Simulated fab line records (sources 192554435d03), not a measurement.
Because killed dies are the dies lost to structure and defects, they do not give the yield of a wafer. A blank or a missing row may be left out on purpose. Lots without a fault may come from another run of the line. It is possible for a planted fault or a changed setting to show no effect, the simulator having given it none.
Which tool is to blame? + flow n5-finfet + 30 wafers from 10 lots sampled at 5 of the route's 1938 steps

== WHAT EACH GAUGE READ, for each wafer ==
N5_WELL_APT_CD_MEAS_25 targets a cd of 200 nm. Usual: 199.9 nm for cd-nm, sd 2.2.
| lot  | measured    | on        | cd-nm (nm)        | flag |
|------|-------------|-----------|-------------------|------|
| L309 | day 2 02:49 | cd-sem-02 | 197.9 199.4 199.4 |      |
| L312 | day 2 21:23 | cd-sem-03 | 203.6 204.1 202.7 |      |
| L313 | day 3 03:04 | cd-sem-02 | 198.8 200.0 200.2 |      |
| L314 | day 3 09:03 | cd-sem-01 | 204.6 204.5 203.4 |      |
| L315 | day 3 14:49 | cd-sem-03 | 199.4 200.8 200.8 |      |
| L316 | day 3 21:16 | cd-sem-03 | 199.1 199.9 202.0 |      |
| L317 | day 4 03:25 | cd-sem-01 | 198.4 198.6 198.1 |      |
| L320 | day 4 21:02 | cd-sem-03 | 201.1 201.7 198.5 |      |
| L326 | day 6 08:46 | cd-sem-02 | 201.2 199.1 198.5 |      |
| L330 | day 7 09:04 | cd-sem-03 | 200.1 204.7 204.6 |      |

N5_PMOS_HMC_CHANNEL_EPI_CD_MEAS_09 targets a cd of 237.4 nm. Usual: 237.3 nm for cd-nm, sd 1.
| lot  | measured    | on        | cd-nm (nm)        | flag |
|------|-------------|-----------|-------------------|------|
| L309 | day 2 04:59 | cd-sem-02 | 236.0 235.3 236.3 |      |
| L312 | day 2 23:52 | cd-sem-02 | 237.4 236.8 237.9 |      |
| L313 | day 3 05:44 | cd-sem-01 | 236.2 237.4 236.5 |      |
| L314 | day 3 11:32 | cd-sem-01 | 237.0 236.8 237.0 |      |
| L315 | day 3 17:04 | cd-sem-03 | 236.5 236.6 237.8 |      |
| L316 | day 3 23:28 | cd-sem-02 | 236.7 236.5 236.9 |      |
| L317 | day 4 05:38 | cd-sem-03 | 236.7 237.4 237.5 |      |
| L320 | day 4 23:40 | cd-sem-03 | 238.0 237.6 237.4 |      |
| L326 | day 6 10:50 | cd-sem-01 | 237.8 237.4 239.0 |      |
| L330 | day 7 11:31 | cd-sem-03 | 236.2 237.1 236.6 |      |

N5_BEOL_M4_RC_MEAS_101. Usual: CJ_P 5.76, standard deviation 0.14; DIBL_N 36.3 mV/V, standard deviation 1.6; DIBL_P 36.5 mV/V, standard deviation 1.6; IOFF_N 0.163 nA/um, standard deviation 0.026; IOFF_P 0.22 nA/um, standard deviation 0.033; IOFF_P_LONG 0.000106 nA/um, standard deviation 8.4e-06; ION_N 676 uA/um, standard deviation 9.9; ION_P 464 uA/um, standard deviation 6.5; SS_N 71.5 mV/dec, standard deviation 0.5; SS_P 73.3 mV/dec, standard deviation 0.64; VT_N 249.3 mV, standard deviation 2.9; VT_P -250 mV, standard deviation 3.2.
| lot  | measured     | on        | CJ_P           | DIBL_N (mV/V)  | DIBL_P (mV/V)  | IOFF_N (nA/um)    | IOFF_P (nA/um) | IOFF_P_LONG (nA/um)        | ION_N (uA/um) | ION_P (uA/um) | SS_N (mV/dec)  | SS_P (mV/dec)  | VT_N (mV)         | VT_P (mV)      | flag |
|------|--------------|-----------|----------------|----------------|----------------|-------------------|----------------|----------------------------|---------------|---------------|----------------|----------------|-------------------|----------------|------|
| L309 | day 9 08:17  | prober-02 | 5.55 5.76 5.77 | 36.5 38.0 35.6 | 35.4 37.1 34.9 | 0.157 0.188 0.149 | 0.23 0.26 0.22 | 0.000107 0.000111 0.000111 | 674 685 695   | 461 476 479   | 72.0 72.2 71.3 | 72.8 73.8 73.0 | 251.4 244.5 246.2 | -249 -245 -246 |      |
| L312 | day 9 16:22  | prober-02 | 5.69 5.80 5.89 | 36.9 37.0 35.6 | 37.9 38.1 36.5 | 0.179 0.182 0.160 | 0.22 0.22 0.20 | 9.7e-05 9.8e-05 9.9e-05    | 673 688 697   | 463 466 464   | 71.6 71.7 70.8 | 74.8 73.9 74.3 | 245.1 246.4 248.8 | -251 -250 -253 |      |
| L313 | day 9 23:01  | prober-01 | 5.82 5.83 5.92 | 35.5 38.1 35.7 | 36.1 38.4 36.6 | 0.146 0.192 0.154 | 0.20 0.24 0.21 | 0.000105 0.000106 0.000108 | 666 687 680   | 453 462 468   | 71.3 71.6 70.6 | 73.2 73.6 73.5 | 252.9 246.5 246.8 | -253 -249 -251 |      |
| L314 | day 10 08:52 | prober-01 | 5.73 5.84 5.75 | 39.4 35.7 37.3 | 38.9 35.8 36.8 | 0.212 0.142 0.167 | 0.32 0.25 0.27 | 0.000129 0.000131 0.00013  | 686 662 666   | 472 470 473   | 71.8 70.8 72.1 | 74.2 73.1 73.3 | 244.7 251.3 248.1 | -242 -244 -246 |      |
| L315 | day 10 19:06 | prober-01 | 5.56 5.91 5.67 | 34.5 34.2 33.9 | 35.3 35.9 34.6 | 0.135 0.142 0.129 | 0.17 0.18 0.17 | 9.8e-05 0.000103 0.0001    | 670 682 674   | 452 464 461   | 71.3 71.1 71.5 | 72.5 72.5 72.6 | 252.4 249.9 249.3 | -254 -250 -252 |      |
| L316 | day 10 18:48 | prober-02 | 5.82 5.85 5.77 | 38.9 39.4 39.1 | 37.9 38.2 37.9 | 0.218 0.235 0.222 | 0.28 0.28 0.28 | 0.000113 0.000113 0.000112 | 683 689 696   | 474 469 473   | 72.0 72.1 72.5 | 73.7 74.2 73.8 | 246.9 242.8 244.2 | -247 -246 -245 |      |
| L317 | day 11 14:23 | prober-02 | 5.69 5.60 5.73 | 35.7 36.0 35.3 | 36.2 36.5 35.6 | 0.166 0.165 0.152 | 0.22 0.22 0.21 | 0.000108 0.000107 0.00011  | 674 677 667   | 464 463 458   | 71.5 70.5 71.2 | 73.8 73.2 73.4 | 249.9 250.0 250.9 | -248 -248 -249 |      |
| L320 | day 11 22:40 | prober-02 | 7.17 7.09 7.24 | 34.6 34.3 36.5 | 35.5 35.5 38.3 | 0.129 0.123 0.157 | 0.18 0.18 0.22 | 0.000146 0.000146 0.000151 | 658 671 670   | 456 466 463   | 71.6 71.3 71.7 | 72.6 72.7 72.6 | 253.8 253.7 250.7 | -253 -250 -250 | OFF  |
| L326 | day 13 19:29 | prober-01 | 7.06 6.92 6.83 | 33.9 34.3 34.3 | 33.9 33.8 33.8 | 0.123 0.123 0.128 | 0.21 0.20 0.20 | 0.000152 0.000147 0.000144 | 676 665 663   | 476 458 466   | 71.4 71.0 71.2 | 72.4 73.0 72.2 | 255.8 254.4 256.5 | -247 -249 -247 | OFF  |
| L330 | day 14 08:29 | prober-01 | 5.82 5.85 5.66 | 36.3 36.5 38.5 | 35.8 35.5 39.0 | 0.173 0.165 0.217 | 0.24 0.23 0.30 | 0.000114 0.000113 0.000112 | 681 671 696   | 463 462 473   | 71.5 72.0 72.0 | 73.2 74.0 74.1 | 246.1 247.7 243.8 | -246 -246 -245 |      |

== WHICH TOOL RAN EACH LOT (tool, then ch and the chambers of the sampled wafers, then the start) ==
| lot  | N5_ZERO_LAYER_ETCH_17             | N5_WELL_APT_IMPLANT_15         |
|------|-----------------------------------|--------------------------------|
| L309 | rie-diel-05 ch 1,2,3, day 2 00:43 | implanter-02 ch 0, day 2 01:56 |
| L312 | rie-diel-02 ch 0,2,3, day 2 19:05 | implanter-01 ch 0, day 2 20:38 |
| L313 | rie-diel-05 ch 0,1, day 3 00:50   | implanter-01 ch 0, day 3 02:18 |
| L314 | rie-diel-05 ch 0,1,2, day 3 06:50 | implanter-02 ch 0, day 3 08:10 |
| L315 | rie-diel-05 ch 1,3, day 3 12:43   | implanter-02 ch 0, day 3 14:04 |
| L316 | rie-diel-05 ch 1,3, day 3 18:43   | implanter-01 ch 0, day 3 20:32 |
| L317 | rie-diel-02 ch 0,2, day 4 00:50   | implanter-01 ch 0, day 4 02:40 |
| L320 | rie-diel-02 ch 0,1,2, day 4 18:52 | implanter-02 ch 0, day 4 20:20 |
| L326 | rie-diel-06 ch 0,1, day 6 06:43   | implanter-02 ch 0, day 6 08:03 |
| L330 | rie-diel-02 ch 2,3, day 7 06:50   | implanter-01 ch 0, day 7 08:15 |
- N5_ZERO_LAYER_ETCH_17: etches SiO2 in CF4, target depth 12 nm, time 13.3 s.
- N5_WELL_APT_IMPLANT_15

== WHAT THE TOOLS THEMSELVES READ (means of the sampled wafers that have a number; where no wafer has one, the mark that the record gives instead) ==
N5_ZERO_LAYER_ETCH_17. Usual: drypump-motor-current-A 5.7 A, standard deviation 0.35; oes-product-au 0.77 a.u., standard deviation 0.065; rf-vpp-V 949 V, standard deviation 4.6; showerhead-plenum-p-Torr 2.15 Torr, standard deviation 0.071; throttle-valve-pct 15.70 %, standard deviation 0.19.
| lot  | tool        | drypump-motor-current-A (A) | oes-product-au (a.u.) | rf-vpp-V (V) | showerhead-plenum-p-Torr (Torr) | throttle-valve-pct (%) | flag |
|------|-------------|-----------------------------|-----------------------|--------------|---------------------------------|------------------------|------|
| L309 | rie-diel-05 | 5.6                         | 0.71                  | 949          | 2.15                            | 15.74                  |      |
| L312 | rie-diel-02 | 5.5                         | 0.78                  | 949          | 2.15                            | 15.59                  |      |
| L313 | rie-diel-05 | 5.5                         | 0.71                  | 947          | 2.13                            | 15.86                  |      |
| L314 | rie-diel-05 | 5.8                         | 0.73                  | 949          | 2.16                            | 15.69                  |      |
| L315 | rie-diel-05 | 5.5                         | 0.69                  | 946          | 2.12                            | 15.89                  |      |
| L316 | rie-diel-05 | 5.3                         | 0.69                  | 946          | 2.11                            | 15.94                  |      |
| L317 | rie-diel-02 | 5.5                         | 0.79                  | 948          | 2.12                            | 15.53                  |      |
| L320 | rie-diel-02 | 5.7                         | 0.78                  | 951          | 2.18                            | 15.68                  |      |
| L326 | rie-diel-06 | 5.8                         | 0.80                  | 945          | 2.08                            | 15.91                  |      |
| L330 | rie-diel-02 | 5.5                         | 0.76                  | 948          | 2.12                            | 15.67                  |      |

N5_WELL_APT_IMPLANT_15. Usual: dose-ions-cm2 1.5001e+13, standard deviation 1.8e+10; faraday-current-uA 190, standard deviation 3.7.
| lot  | tool         | dose-ions-cm2 | faraday-current-uA | flag |
|------|--------------|---------------|--------------------|------|
| L309 | implanter-02 | 1.5001e+13    | 193                |      |
| L312 | implanter-01 | 1.5017e+13    | 191                |      |
| L313 | implanter-01 | 1.5025e+13    | 195                |      |
| L314 | implanter-02 | 1.4994e+13    | 187                |      |
| L315 | implanter-02 | 1.4999e+13    | 186                |      |
| L316 | implanter-01 | 1.5013e+13    | 190                |      |
| L317 | implanter-01 | 1.5006e+13    | 189                |      |
| L320 | implanter-02 | 2.2819e+13    | 292                | OFF  |
| L326 | implanter-02 | 2.2824e+13    | 289                | OFF  |
| L330 | implanter-01 | 1.4981e+13    | 192                |      |

== THE ANSWER, worked out from the rows above alone ==
Rule: lot off if the mean of its wafers having a number is beyond 3 standard deviations from the usual mean. A lot without any number at a reading at which 4 lots or more have one is off too. The other lots that the step has rows for count as sound. First the gauges in route order, then the tools' own readings, where a lot's mean is used as printed above. At the first step where some lot is off, the reading lying furthest off is the one used; lots without a number count as furthest.
Off: at N5_BEOL_M4_RC_MEAS_101 (CJ_P), L320, L326.
If a tool, at a process step before that reading, ran all the lots that are off and no sound lot after the first of them, it fits. The gauges at N5_BEOL_M4_RC_MEAS_101 aren't tried: what is off there is off at N5_WELL_APT_IMPLANT_15 too, on other tools, and a gauge's error can't cause that. One fits: implanter-02 at N5_WELL_APT_IMPLANT_15. Its last sound lot is L315 (day 3 14:04), its first lot that is off L320 (day 4 20:20): a fault that began between those two fits.
The tool's own readings at N5_WELL_APT_IMPLANT_15 bear it out: on the lots that are off they differ by more than 5 times the standard deviation of the sound lots' means. dose-ions-cm2 reads 2.2822e+13 there against 1.5004e+13 on the sound lots; faraday-current-uA reads 290 there against 190 on the sound lots.

== WHAT HAD BEEN PUT IN BY THE SIMULATOR ==
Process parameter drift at N5_WELL_APT_IMPLANT_15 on implanter-02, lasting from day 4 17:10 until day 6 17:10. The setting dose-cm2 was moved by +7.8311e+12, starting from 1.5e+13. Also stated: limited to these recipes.
Lots struck among those shown: L320, L326. Same finding as the rule above.
